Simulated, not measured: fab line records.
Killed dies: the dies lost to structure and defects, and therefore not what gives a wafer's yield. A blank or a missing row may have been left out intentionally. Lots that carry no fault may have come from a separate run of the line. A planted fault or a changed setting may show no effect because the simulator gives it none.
fab line records ; flow n5Finfet
record lots=4; wafers=11; lastDay=19
route steps=1938 shown MOL_CONTACT_COAG@529 BEOL_M4@1111 PASSIVATION@1936
lots with no fault: from the same line, run without faults
startH: hours from the record's first day to the start of the lot's first wafer shown ; waitH: how many hours have passed since the lot's step before this one ; " same as the row above ; L1.1+2: a single row standing in for several wafers ; - value missing, or start not given ; * or withheld: withheld ; < > ~ a bound
route shown NAME@n: names a module that has steps shown in the file, with the first one's number in the route ; usual: mean and standard deviation over wafers with no fault ; same: alike in all rows ; chamber/n: place in a boat ; sites: the reading at each site ; _std_site: the values' standard deviation ; _edge_site: the outer-site mean with the inner-site mean subtracted ; radiusMm: for every site, how far away it sits from the centre of the wafer ; mask NAME#n: copy n ; behind: the last tool/chamber to shape the wafer ; hold: the reason the lot was held/the length of the hold in hours/how it ended ; device: which transistor (n, p or np) failed to switch ; end of line: the tests these same wafers got at the end of their route ; a step without rows: its recipe alone ; killed: count of dies lost to structure and defects at first sort (not the wafer's yield) ; map: shows each die of a wafer: x if killed, . if not, _ if none is there
set.NAME: the run value of the setting; set.NAME@STEP: its run value at that earlier step ; model.NAME: the simulator's own value behind a step, which no gauge read
lots at selected steps of the route; one table per step, one row per wafer
services: when a tool's chamber went out of use (startH, in hours from the record's first day, below 0 if earlier), for how many hours, and the reason
## steps
# step N5_MOL_CONTACT_COAG_DESCUM_13
# recipe chemistry=O2; timeS=7; sourcePowerW=50; biasPowerW=20; pressureMtorr=20; rfFrequencyHz=2.712e+07; tempC=40; resist=CAR-EUV; o2FlowSccm=225
# step N5_MOL_CONTACT_COAG_ETCH_59
# recipe chemistry=N2/H2; target=underlayer; targetDepthA=130; maskMaterial=CAR-EUV; timeS=10.4; ionEnergyEv=200; pressureMtorr=30; sourceW=840; biasW=150; n2FlowSccm=200; h2FlowSccm=200; ends=cleared
# step N5_MOL_CONTACT_COAG_ETCH_105
# recipe chemistry=CF4; target=SiARC; targetDepthA=156; maskMaterial=CAR-EUV; timeS=26; ionEnergyEv=80; pressureMtorr=40; sourceW=545; biasW=36; Ar_flow_sccm=100; cf4FlowSccm=100; ends=cleared
# step N5_MOL_CONTACT_COAG_ETCH_106
# recipe chemistry=N2/H2; target=SOC; targetDepthA=800; overetchA=160; maskMaterial=SiARC; tempC=40; timeS=120; ionEnergyEv=200; pressureMtorr=30; sourceW=840; biasW=150; n2FlowSccm=200; h2FlowSccm=200
# step N5_MOL_CONTACT_COAG_STRIP_107
# recipe chemistry=N2/H2; tempC=40; n2FlowSccm=200; h2FlowSccm=200; rfFrequencyHz=6e+07
# step N5_MOL_CONTACT_COAG_STRIP_108
# recipe chemistry=N2/H2; tempC=40; n2FlowSccm=200; h2FlowSccm=200; rfFrequencyHz=6e+07
# step N5_MOL_CONTACT_COAG_CONTACT_ETCH_14
# recipe chemistry=C4F6/O2; target=SiO2; targetDepthA=275; overetchA=85; maskMaterial=SOC; pressureMtorr=30; sourceW=370; biasW=185; Ar_flow_sccm=300; C4F6_flow_sccm=16; O2_flow_sccm=10; timeS=20; ionEnergyEv=259.6
# step N5_MOL_CONTACT_COAG_STRIP_109
# recipe chemistry=C4F6/O2; resist=SiARC; rfFrequencyHz=6e+07
# step N5_MOL_CONTACT_COAG_ETCH_15
# recipe chemistry=CH3F/O2; target=SiNx; targetDepthA=70; maskMaterial=SOC; stopOn=Si:P; overEtchFrac=0.75; ionEnergyEv=120; pressureMtorr=30; sourceW=395; biasW=73; Ar_flow_sccm=150; CH3F_flow_sccm=30; O2_flow_sccm=20
# step N5_MOL_CONTACT_COAG_ETCH_110
# recipe chemistry=CF4/O2; target=Si; targetDepthA=25; timeS=8; pressureMtorr=100; sourceW=200; biasW=12; ionEnergyEv=60; Ar_flow_sccm=100; cf4FlowSccm=100; O2_flow_sccm=10
# step N5_MOL_CONTACT_COAG_STRIP_98
# recipe chemistry=N2/H2; powerW=500; tempC=40; pressureMtorr=50; rfFrequencyHz=6e+07; overashFraction=0.3; biasPowerW=8; h2Frac=0.5; n2FlowSccm=300; h2FlowSccm=300
# usual biasPowerW=8.001/0.025; chamberPressureMTorr=50.00/0.085; drypumpMotorCurrentA=5.6/0.44; oesProductAu=0.79/0.094; rfVppV=54.4/1.3; showerheadPlenumPTorr=3.38/0.11; throttleValvePct=18.7/0.33
lot.wafer;tool;chamber;startH;waitH;biasPowerW;chamberPressureMTorr;drypumpMotorCurrentA;oesProductAu;rfHoursCounterH;rfVppV;showerheadPlenumPTorr;throttleValvePct;model.SOC_of_MOL_CONTACT_COAG_COAT_103.thkNm
L877.1;rieDiel-03;1;150.36;0.0;-;-;-;-;-;-;-;-;74.4
L877.3;rieDiel-03;2;150.36;0.0;-;-;-;-;-;-;-;-;73.8
L877.5;rieDiel-03;2;150.36;0.0;-;-;-;-;-;-;-;-;73.6
L878.1;rieDiel-04;0;157.03;0.0;-;-;-;-;-;-;-;-;74
L878.2;rieDiel-04;3;157.03;0.0;-;-;-;-;-;-;-;-;73.8
L878.4;rieDiel-04;0;157.03;0.0;-;-;-;-;-;-;-;-;74
L889.1;rieDiel-03;0;225.61;0.0;7.978;50.02;5.0;0.81;57;56.5;3.38;18.3;0
L889.2;rieDiel-03;1;225.61;0.0;7.986;50.00;5.9;0.67;238;54.4;3.31;18.7;0
L889.4;rieDiel-03;2;225.61;0.0;8.012;49.98;5.3;0.72;199;52.7;3.18;18.7;0
L890.2;rieDiel-03;0;228.14;0.0;7.969;50.12;5.0;0.81;57;55.2;3.38;18.3;0
L890.6;rieDiel-03;3;228.14;0.0;8.007;49.98;4.9;0.93;-;56.4;3.56;18.7;0
# step N5_BEOL_M4_RC_MEAS_101
# usual DIBL_N=36.4/2.2; DIBL_P=36.3/2.5; IOFF_N=0.17/0.052; IOFF_P=0.23/0.049; ION_N=674/17; ION_P=464/11; SS_N=71.7/0.98; SS_P=73.3/0.84; VT_N=250/4; VT_P=-249/3.8
lot.wafer;tool;chamber;startH;waitH;DIBL_N[mV/V];DIBL_P[mV/V];IOFF_N[nA/um];IOFF_P[nA/um];ION_N[uA/um];ION_P[uA/um];SS_N[mV/dec];SS_P[mV/dec];VT_N[mV];VT_P[mV]
L889.1;prober-01;0;348.53;0.0;31.1;30.3;0.11;0.15;671;467;70.5;72.2;252;-253
L889.2;prober-01;0;348.53;0.0;36.1;35.9;0.17;0.23;684;469;71.5;73.6;250;-248
L889.4;prober-01;0;348.53;0.0;36.1;34.6;0.16;0.20;636;449;72.6;73.1;255;-251
L890.2;prober-01;0;349.62;0.9;37.3;37.8;0.17;0.24;683;472;71.9;73.3;250;-249
L890.6;prober-01;0;349.62;0.9;33.2;32.8;0.11;0.17;648;457;71.4;71.8;254;-253
# step N5_PASSIVATION_PROBE_49
# usual defectLimitedYield=91.2/1.4; killed_at_M0_to_M3=34/9.3; killed_at_M4_up=14/5.9; killedAtContacts=14/5.7; killedAtFrontEnd=38/10; killedAtOther=4/3.2; killedDies=104/17; killedOnRim=14/4; killedOpen=67/13; killedShort=33/6.9; sort_bin_5_function=5.2/1; sort_bin_6_memory=3.3/0.61; sort_bin_8_speed=0.3/1.8; sortNPass=1069/52; sortYieldPct=91/4.4
# same grossDies=1180; killedAtBackSide=0; sort_bin_4_leakage[%]=0
lot.wafer;tool;chamber;startH;waitH;defectLimitedYield[%];killed_at_M0_to_M3;killed_at_M4_up;killedAtContacts;killedAtFrontEnd;killedAtOther;killedDies;killedOnRim;killedOpen;killedShort;sort_bin_5_function[%];sort_bin_6_memory[%];sort_bin_8_speed[%];sortNPass;sortYieldPct[%]
L877.1;prober-01;-;376.23;0.0;0;49;30;1066;34;1;1180;152;92;33;96.4;3.5;0;0;0
L877.3;prober-01;-;376.33;0.1;0;31;30;1083;36;0;1180;152;83;24;96.0;3.8;0;0;0
L877.5;prober-01;-;376.43;0.2;0;21;13;1097;47;2;1180;152;66;22;97.0;2.9;0;0;0
L878.1;prober-02;-;385.13;0.0;0;31;10;1108;28;3;1180;152;59;22;96.9;3.0;0;0;0
L878.2;prober-02;-;385.18;0.1;0;30;11;1109;26;4;1180;152;42;39;97.5;2.4;0;0;0
L878.4;prober-02;-;385.28;0.2;0;24;7;1121;23;5;1180;152;48;21;97.5;2.4;0;0;0
L889.1;prober-01;-;461.84;0.8;90.4;33;13;16;45;6;113;14;78;27;5.5;3.6;0;1067;90
L889.2;prober-01;-;461.89;0.8;92.5;41;8;10;26;4;89;14;58;29;4.5;2.7;0;1091;92
L889.4;prober-01;-;461.99;0.9;92.0;44;11;11;24;4;94;10;64;27;4.4;3.4;1.8;1065;90
# killed by level:class
L877.1 MOL_CONTACT_COAG:areaSil=1054 BEOL_M2:geometricParticle:open=22 BEOL_M4:geometricParticle:open=16 BEOL_M0_SAQP:geometricParticle:open=13 ILD0:geometricParticle:open=8 MOL_CONTACT_COAG:geometricParticle:open=7 BEOL_M0_SAQP:geometricParticle:short=6 BEOL_M2:geometricParticle:short=6
L877.3 MOL_CONTACT_COAG:areaSil=1071 BEOL_M4:geometricParticle:open=16 BEOL_M2:geometricParticle:open=16 STI_FIN_REVEAL:geometricParticle:open=8 DUMMY_GATE:geometricParticle:open=7 MOL_CONTACT_COAG:geometricParticle:open=7 FIN_SAQP:geometricParticle:open=6 MOL_CONTACT_COAG:geometricParticle:short=5
L877.5 MOL_CONTACT_COAG:areaSil=1089 FIN_SAQP:geometricParticle:open=23 BEOL_M2:geometricParticle:open=11 MOL_CONTACT_COAG:geometricParticle:open=8 FIN_SAQP:geometricParticle:short=7 GATE_CUT:geometricParticle:short=4 BEOL_M3:geometricParticle:open=4 BEOL_M4:geometricParticle:open=4
L878.1 MOL_CONTACT_COAG:areaSil=1098 BEOL_M3:geometricParticle:open=11 MOL_CONTACT_COAG:geometricParticle:open=9 BEOL_M2:geometricParticle:open=9 FIN_SAQP:geometricParticle:open=6 STARTING-WAFER:geometricParticle:short=5 DUMMY_GATE:geometricParticle:open=4 BEOL_M5:geometricParticle:open=4
L878.2 MOL_CONTACT_COAG:areaSil=1094 MOL_CONTACT_COAG:geometricParticle:open=9 BEOL_M0_SAQP:geometricParticle:short=8 FIN_SAQP:geometricParticle:short=6 GATE_CUT:geometricParticle:short=6 MOL_CONTACT_COAG:geometricParticle:short=6 BEOL_M0_SAQP:geometricParticle:open=6 BEOL_M1:geometricParticle:open=6
L878.4 MOL_CONTACT_COAG:areaSil=1110 MOL_CONTACT_COAG:geometricParticle:open=10 BEOL_M2:geometricParticle:open=7 FIN_SAQP:geometricParticle:open=6 BEOL_M0_SAQP:geometricParticle:open=6 BEOL_M0_SAQP:geometricParticle:short=5 PAD_METAL:geometricParticle:open=4 FIN_SAQP:geometricParticle:short=3
L889.1 FIN_SAQP:geometricParticle:open=17 BEOL_M2:geometricParticle:open=12 MOL_CONTACT_COAG:geometricParticle:open=12 DUMMY_GATE:geometricParticle:open=7 STI_FIN_REVEAL:geometricParticle:open=5 BEOL_M0_SAQP:geometricParticle:short=5 BEOL_M0_SAQP:geometricParticle:open=5 PASSIVATION:areaEtch=5
L889.2 FIN_SAQP:geometricParticle:open=10 MOL_CONTACT_COAG:geometricParticle:open=10 BEOL_M2:geometricParticle:open=10 BEOL_M0_SAQP:geometricParticle:short=8 BEOL_M0_SAQP:geometricParticle:open=6 BEOL_M1:geometricParticle:open=6 FIN_SAQP:geometricParticle:short=3 GATE_CUT:geometricParticle:open=3
L889.4 BEOL_M0_SAQP:geometricParticle:open=14 BEOL_M2:geometricParticle:open=11 BEOL_M0_SAQP:geometricParticle:short=9 MOL_CONTACT_COAG:geometricParticle:open=8 BEOL_M4:geometricParticle:open=8 FIN_SAQP:geometricParticle:open=6 STARTING-WAFER:geometricParticle:short=5 FIN_SAQP:geometricParticle:short=3
# map L877.1 (x killed, . not)
_________________xxxxxxxxxxxx________________
______________xxxxxxxxxxxxxxxxxx_____________
___________xxxxxxxxxxxxxxxxxxxxxxxx__________
__________xxxxxxxxxxxxxxxxxxxxxxxxxx_________
________xxxxxxxxxxxxxxxxxxxxxxxxxxxxxx_______
_______xxxxxxxxxxxxxxxxxxxxxxxxxxxxxxxx______
______xxxxxxxxxxxxxxxxxxxxxxxxxxxxxxxxxx_____
_____xxxxxxxxxxxxxxxxxxxxxxxxxxxxxxxxxxxx____
____xxxxxxxxxxxxxxxxxxxxxxxxxxxxxxxxxxxxxx___
___xxxxxxxxxxxxxxxxxxxxxxxxxxxxxxxxxxxxxxxx__
___xxxxxxxxxxxxxxxxxxxxxxxxxxxxxxxxxxxxxxxx__
__xxxxxxxxxxxxxxxxxxxxxxxxxxxxxxxxxxxxxxxxxx_
__xxxxxxxxxxxxxxxxxxxxxxxxxxxxxxxxxxxxxxxxxx_
_xxxxxxxxxxxxxxxxxxxxxxxxxxxxxxxxxxxxxxxxxxxx
_xxxxxxxxxxxxxxxxxxxxxxxxxxxxxxxxxxxxxxxxxxxx
_xxxxxxxxxxxxxxxxxxxxxxxxxxxxxxxxxxxxxxxxxxxx
_xxxxxxxxxxxxxxxxxxxxxxxxxxxxxxxxxxxxxxxxxxxx
_xxxxxxxxxxxxxxxxxxxxxxxxxxxxxxxxxxxxxxxxxxxx
_xxxxxxxxxxxxxxxxxxxxxxxxxxxxxxxxxxxxxxxxxxxx
_xxxxxxxxxxxxxxxxxxxxxxxxxxxxxxxxxxxxxxxxxxxx
_xxxxxxxxxxxxxxxxxxxxxxxxxxxxxxxxxxxxxxxxxxxx
__xxxxxxxxxxxxxxxxxxxxxxxxxxxxxxxxxxxxxxxxxx_
__xxxxxxxxxxxxxxxxxxxxxxxxxxxxxxxxxxxxxxxxxx_
___xxxxxxxxxxxxxxxxxxxxxxxxxxxxxxxxxxxxxxxx__
___xxxxxxxxxxxxxxxxxxxxxxxxxxxxxxxxxxxxxxxx__
____xxxxxxxxxxxxxxxxxxxxxxxxxxxxxxxxxxxxxx___
_____xxxxxxxxxxxxxxxxxxxxxxxxxxxxxxxxxxxx____
______xxxxxxxxxxxxxxxxxxxxxxxxxxxxxxxxxx_____
_______xxxxxxxxxxxxxxxxxxxxxxxxxxxxxxxx______
________xxxxxxxxxxxxxxxxxxxxxxxxxxxxxx_______
__________xxxxxxxxxxxxxxxxxxxxxxxxxx_________
___________xxxxxxxxxxxxxxxxxxxxxxxx__________
______________xxxxxxxxxxxxxxxxxx_____________
_________________xxxxxxxxxxxx________________
# map L878.1 (x killed, . not)
_________________xxxxxxxxxxxx________________
______________xxxxxxxxxxxxxxxxxx_____________
___________xxxxxxxxxxxxxxxxxxxxxxxx__________
__________xxxxxxxxxxxxxxxxxxxxxxxxxx_________
________xxxxxxxxxxxxxxxxxxxxxxxxxxxxxx_______
_______xxxxxxxxxxxxxxxxxxxxxxxxxxxxxxxx______
______xxxxxxxxxxxxxxxxxxxxxxxxxxxxxxxxxx_____
_____xxxxxxxxxxxxxxxxxxxxxxxxxxxxxxxxxxxx____
____xxxxxxxxxxxxxxxxxxxxxxxxxxxxxxxxxxxxxx___
___xxxxxxxxxxxxxxxxxxxxxxxxxxxxxxxxxxxxxxxx__
___xxxxxxxxxxxxxxxxxxxxxxxxxxxxxxxxxxxxxxxx__
__xxxxxxxxxxxxxxxxxxxxxxxxxxxxxxxxxxxxxxxxxx_
__xxxxxxxxxxxxxxxxxxxxxxxxxxxxxxxxxxxxxxxxxx_
_xxxxxxxxxxxxxxxxxxxxxxxxxxxxxxxxxxxxxxxxxxxx
_xxxxxxxxxxxxxxxxxxxxxxxxxxxxxxxxxxxxxxxxxxxx
_xxxxxxxxxxxxxxxxxxxxxxxxxxxxxxxxxxxxxxxxxxxx
_xxxxxxxxxxxxxxxxxxxxxxxxxxxxxxxxxxxxxxxxxxxx
_xxxxxxxxxxxxxxxxxxxxxxxxxxxxxxxxxxxxxxxxxxxx
_xxxxxxxxxxxxxxxxxxxxxxxxxxxxxxxxxxxxxxxxxxxx
_xxxxxxxxxxxxxxxxxxxxxxxxxxxxxxxxxxxxxxxxxxxx
_xxxxxxxxxxxxxxxxxxxxxxxxxxxxxxxxxxxxxxxxxxxx
__xxxxxxxxxxxxxxxxxxxxxxxxxxxxxxxxxxxxxxxxxx_
__xxxxxxxxxxxxxxxxxxxxxxxxxxxxxxxxxxxxxxxxxx_
___xxxxxxxxxxxxxxxxxxxxxxxxxxxxxxxxxxxxxxxx__
___xxxxxxxxxxxxxxxxxxxxxxxxxxxxxxxxxxxxxxxx__
____xxxxxxxxxxxxxxxxxxxxxxxxxxxxxxxxxxxxxx___
_____xxxxxxxxxxxxxxxxxxxxxxxxxxxxxxxxxxxx____
______xxxxxxxxxxxxxxxxxxxxxxxxxxxxxxxxxx_____
_______xxxxxxxxxxxxxxxxxxxxxxxxxxxxxxxx______
________xxxxxxxxxxxxxxxxxxxxxxxxxxxxxx_______
__________xxxxxxxxxxxxxxxxxxxxxxxxxx_________
___________xxxxxxxxxxxxxxxxxxxxxxxx__________
______________xxxxxxxxxxxxxxxxxx_____________
_________________xxxxxxxxxxxx________________
## services
tool;chamber;startH;hours;kind
rieDiel-03;3;134.34;-;clean
rieDiel-03;3;134.34;-;consumableReplace:focusRing
rieDiel-03;3;134.34;-;consumableReplace:showerhead
rieDiel-03;3;134.34;23.1;scheduledDown
rieDiel-03;3;134.34;23.1;ventCycle
rieDiel-04;2;135.83;-;clean
rieDiel-04;2;135.83;-;consumableReplace:focusRing
rieDiel-04;2;135.83;-;consumableReplace:showerhead
rieDiel-04;2;135.83;27.6;scheduledDown
rieDiel-04;2;135.83;27.6;ventCycle
rieDiel-04;0;148.13;4.3;repair
rieDiel-03;0;201.11;2.7;repair
## key
firstSign step=N5_MOL_CONTACT_COAG_STRIP_98; reading=toolRecord; direction=missing
effect step=N5_PASSIVATION_PROBE_49; reading=killedAtContacts; direction=up; sigmas=99+; usual=14; struck=1097
modelEffect step=N5_MOL_CONTACT_COAG_STRIP_98; value=SOC_of_MOL_CONTACT_COAG_COAT_103.thkNm; without=0; struck=73.93
moreKillsBornAt N5_MOL_CONTACT_COAG_TI_SIL_19@pvdSputter-01=3302; N5_MOL_CONTACT_COAG_TI_SIL_19@pvdSputter-02=3214
metAt N5_MOL_CONTACT_COAG_STRIP_98
struckWafers L877.1,L877.3,L877.5,L878.1,L878.2,L878.4
laterRowsLeftOut L877.1,L877.3,L877.5,L878.1,L878.2,L878.4
fault kind=skippedStepWhole; tool=rieDiel-03,rieDiel-04; chamber=-; onsetH=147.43; steps=N5_MOL_CONTACT_COAG_STRIP_98; scope=struckLotsOnly
# laterRowsLeftOut: the simulator's readings of these wafers behind a module that went badly wrong aren't trusted and aren't shown, but for the sort
